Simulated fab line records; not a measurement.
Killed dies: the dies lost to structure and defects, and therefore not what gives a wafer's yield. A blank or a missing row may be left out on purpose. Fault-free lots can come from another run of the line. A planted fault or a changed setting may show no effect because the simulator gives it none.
2 desks, one fault | flow n5 finfet | each desk has only its own numbers; what lay behind them comes last

FROM THE METROLOGY DESK
What the gauges read, lot by lot, whatever tool the lot ran on: means of the sampled wafers that have a number. Marked OUT: a lot whose mean sits more than 4 standard deviations from the usual mean, which makes it out of limits; the brackets give that distance. Of its 12 readings 7 are shown: the one that was out of limits first, and those that lie furthest out on some lot.
Columns: A = trench depth nm at N5_BEOL_M1_OCD_MEAS_38, usual 54.6 nm; B = DIBL_N at N5_BEOL_M4_RC_MEAS_101, usual 36.2 mV/V; C = DIBL_P at N5_BEOL_M4_RC_MEAS_101, usual 36.5 mV/V; D = IOFF_P at N5_BEOL_M4_RC_MEAS_101, usual 0.22 nA/um; E = ION_P at N5_BEOL_M4_RC_MEAS_101, usual 463 uA/um; F = SS_P at N5_BEOL_M4_RC_MEAS_101, usual 73.4 mV/dec; G = VT_P at N5_BEOL_M4_RC_MEAS_101, usual -250 mV
lot  | first seen here | A               | B    | C    | D    | E   | F    | G
L101 | day 6 03:20     | 54.5            | 34.8 | 35.5 | 0.21 | 461 | 73.0 | -250
L103 | day 6 11:04     | 54.4            | 34.4 | 33.7 | 0.19 | 457 | 73.1 | -251
L107 | day 7 17:17     | 52.1            | 36.2 | 36.8 | 0.24 | 465 | 74.2 | -248
L109 | day 8 05:20     | 50.6 (-4.5) OUT | 32.8 | 31.5 | 0.14 | 443 | 72.2 | -258
L112 | day 8 19:12     | 50.8 (-4.3) OUT | 34.4 | 35.5 | 0.19 | 464 | 73.7 | -251
L115 | day 9 18:39     | 55.2            | 36.1 | 37.2 | 0.19 | 465 | 73.5 | -253
L119 | day 10 15:06    | 54.7            | 37.8 | 36.8 | 0.26 | 468 | 72.8 | -246
L120 | day 11 05:23    | 54.8            | 34.8 | 35.0 | 0.24 | 472 | 72.7 | -244
L123 | day 12 16:11    | 54.5            | 38.5 | 38.1 | 0.25 | 462 | 75.0 | -250
L124 | day 12 16:27    | 53.1            | 34.3 | 35.6 | 0.20 | 460 | 73.3 | -251
This desk's finding: out of limits on L109, L112; first on L109, day 8 06:19 (trench depth nm at N5_BEOL_M1_OCD_MEAS_38). In limits: L101, L103, L107, L115, L119, L120, L123, L124.

THE TOOL OWNER'S DESK: rie diel-03
The tool's own readings at N5_BEOL_M1_TRENCH_ETCH_37 (etches SiOC in C4F6/O2, target depth 55.207 nm, time 29 s): means of the sampled wafers that have a number, for each lot that ran on this tool. Marked OUT: a lot whose mean sits more than 4 standard deviations from the usual mean, which makes it out of limits; the brackets give that distance. Of its 8 readings 7 are shown: the one that was out of limits first, and those that lie furthest out on some lot.
Columns: A = O2_flow_sccm at N5_BEOL_M1_TRENCH_ETCH_37, usual 10.00 sccm; B = oes_f_703_au at N5_BEOL_M1_TRENCH_ETCH_37, usual 0.72 a.u.; C = oes product au at N5_BEOL_M1_TRENCH_ETCH_37, usual 0.72 a.u.; D = rf vpp V at N5_BEOL_M1_TRENCH_ETCH_37, usual 669 V; E = run length s at N5_BEOL_M1_TRENCH_ETCH_37, usual 52.3 s; F = showerhead plenum p Torr at N5_BEOL_M1_TRENCH_ETCH_37, usual 2.90 Torr; G = throttle valve pct at N5_BEOL_M1_TRENCH_ETCH_37, usual 21.01 %
lot  | first seen here | A     | B    | C    | D   | E               | F    | G
L101 | day 6 06:14     | 9.97  | 0.76 | 0.76 | 644 | 52.7            | 2.90 | 21.16
L103 | day 6 12:19     | 9.98  | 0.73 | 0.74 | 666 | 52.5            | 2.93 | 21.12
L107 | day 7 19:05     | 10.00 | 0.74 | 0.76 | 665 | 51.2            | 2.91 | 21.06
L109 | day 8 06:09     | 9.97  | 0.73 | 0.73 | 644 | 50.5 (-5.0) OUT | 2.91 | 21.20
L112 | day 8 20:37     | 10.04 | 0.69 | 0.69 | 677 | 50.4 (-5.4) OUT | 2.95 | 21.16
L124 | day 12 23:53    | 10.01 | 0.75 | 0.74 | 641 | 52.7            | 2.86 | 21.15
This desk's finding: out of limits on L109, L112; first on L109, day 8 06:09 (run length s at N5_BEOL_M1_TRENCH_ETCH_37). In limits: L101, L103, L107, L124.

PUT TOGETHER
The tool owner's desk could have raised an alarm at day 8 06:09, on L109, L112.
The metrology desk could have raised an alarm at day 8 06:19, on L109, L112.
Every lot named ran N5_BEOL_M1_TRENCH_ETCH_37 on rie diel-03.

WHAT THE SIMULATOR PUT IN
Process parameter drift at N5_BEOL_M1_TRENCH_ETCH_37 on rie diel-03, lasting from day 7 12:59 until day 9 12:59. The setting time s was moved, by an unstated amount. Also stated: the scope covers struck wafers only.
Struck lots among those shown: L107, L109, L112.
Fault start to first reading out of limits, in hours, per desk: tool owner, 17; metrology, 17.
